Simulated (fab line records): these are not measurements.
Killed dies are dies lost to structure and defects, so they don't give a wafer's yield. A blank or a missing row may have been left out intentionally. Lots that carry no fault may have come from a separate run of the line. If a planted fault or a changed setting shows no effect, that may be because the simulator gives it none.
Matching of chambers -- flow n5_finfet -- N5_HKMG_FIN_ALD_71 on ald_metal-02: 4 sister chambers
The step deposits TiN, target thk 1 nm, pulse time 1 s, purge time 3 s. 4 wafers are shown with their chamber, then 12 later ones without.

## EACH WAFER AND ITS CHAMBER
wafer,chamber,heater_power_w (W)
L089.2,1,860
L091.1,2,918
L091.2,3,866
L091.3,0,1068

## WAFERS MISSING THEIR CHAMBER
wafer,heater_power_w (W)
L091.4,890
L091.5,866
L091.6,1057
L092.1,868
L092.3,1033
L092.5,875
L094.1,869
L094.2,1056
L094.4,941
L096.1,863
L096.2,926
L096.3,1075

## WHICH CHAMBER EACH WENT THROUGH
wafer,from the rows above,in truth
L091.4,can't be placed: 3 or 2 or 1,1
L091.5,can't be placed: 3 or 1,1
L091.6,0,0
L092.1,can't be placed: 3 or 1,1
L092.3,0,0
L092.5,can't be placed: 3 or 1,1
L094.1,can't be placed: 3 or 1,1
L094.2,0,0
L094.4,2,2
L096.1,can't be placed: 1 or 3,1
L096.2,2,2
L096.3,0,0
Correct placement for 6 of the 12. Unplaceable from these rows: 6, with the true chamber sitting among the candidates in 6. Number placed wrongly: 0.
How it was worked out, from the rows above alone: a wafer's distance from a chamber is the root of the sum, over the readings, of the square of ((its reading less the chamber's mean) divided by the reading's scatter). The wafer belongs to the nearest chamber; if the next one is less than 2 further off, it can't be placed. The mean given for a chamber averages the wafers shown for that chamber. The scatter (one wafer shown for each chamber): square how far every hidden wafer sits from the nearest shown wafer, average those squares and take the square root.
